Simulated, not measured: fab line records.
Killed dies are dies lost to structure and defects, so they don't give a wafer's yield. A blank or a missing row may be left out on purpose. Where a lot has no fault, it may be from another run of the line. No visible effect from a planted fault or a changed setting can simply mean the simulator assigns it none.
One fault seen from 2 desks ; flow nand_harc ; what lay behind the numbers comes last; until then each desk has only its own

## DESK OF THE TOOL OWNER: cvd_w-02
The tool's own readings at NHARC_A_BLC_CVD_24 (deposits W, target thk 150 nm, time 434 s): means of the sampled wafers that have a number, for each lot that ran on this tool. A lot is out of limits, marked OUT, if its mean lies more than 4 standard deviations from the usual mean; the brackets give that distance.
Columns: A = heater_power_w at NHARC_A_BLC_CVD_24, usual 496 W; B = susceptor_temp_C at NHARC_A_BLC_CVD_24, usual 300.03 C; C = throttle_valve_pct at NHARC_A_BLC_CVD_24, usual 8.15 %
lot;first seen here;A;B;C
L407;day 22 21:59;515;-;8.19
L410;day 23 03:02;511;299.76;8.13
L411;day 24 06:15;508;300.05;8.19
L412;day 25 09:35;506;299.95;8.25
L418;day 26 21:05;514;299.74;8.06
L415;day 27 00:41;511;-;8.22
L426;day 30 00:03;488;300.13;8.14
L425;day 30 03:11;497;-;8.11
This desk found nothing out of limits on any of the 8 lots.

## METROLOGY DESK
What the gauges read for every lot (on any tool): the sampled wafers with a number, averaged. A lot is out of limits, marked OUT, if its mean lies more than 4 standard deviations from the usual mean; the brackets give that distance.
Columns: A = cd_nm at NHARC_A_BLC_CD_MEAS_10, usual 100.0 nm; B = overlay_x_nm at NHARC_A_BLC_OVL_MEAS_11, usual -0.1 nm; C = overlay_y_nm at NHARC_A_BLC_OVL_MEAS_11, usual 0.2 nm
lot;first seen here;A;B;C
L407;day 22 19:29;99.4;0.5;0.2
L410;day 23 00:49;100.2;1.1;-0.1
L411;day 24 03:59;100.0;0.5;-1.0
L412;day 25 07:14;100.1;-0.4;-0.4
L414;day 25 20:52;100.4;1.3;-1.2
L413;day 26 03:33;100.1;0.0;0.2
L417;day 26 12:16;99.9;-0.8;1.3
L418;day 26 18:44;100.2;1.5;-0.5
L415;day 26 22:23;100.4;-0.7;0.7
L426;day 29 21:46;100.9;0.0;0.6
L425;day 30 00:59;99.8;0.2;0.1
L430;day 32 05:16;100.1;-0.1;-0.8
This desk found nothing out of limits on any of the 12 lots.

## PUT TOGETHER
Nothing out of limits was seen by the tool owner's desk.
Metrology desk: nothing out of limits seen.

## WHAT HAD BEEN PUT IN BY THE SIMULATOR
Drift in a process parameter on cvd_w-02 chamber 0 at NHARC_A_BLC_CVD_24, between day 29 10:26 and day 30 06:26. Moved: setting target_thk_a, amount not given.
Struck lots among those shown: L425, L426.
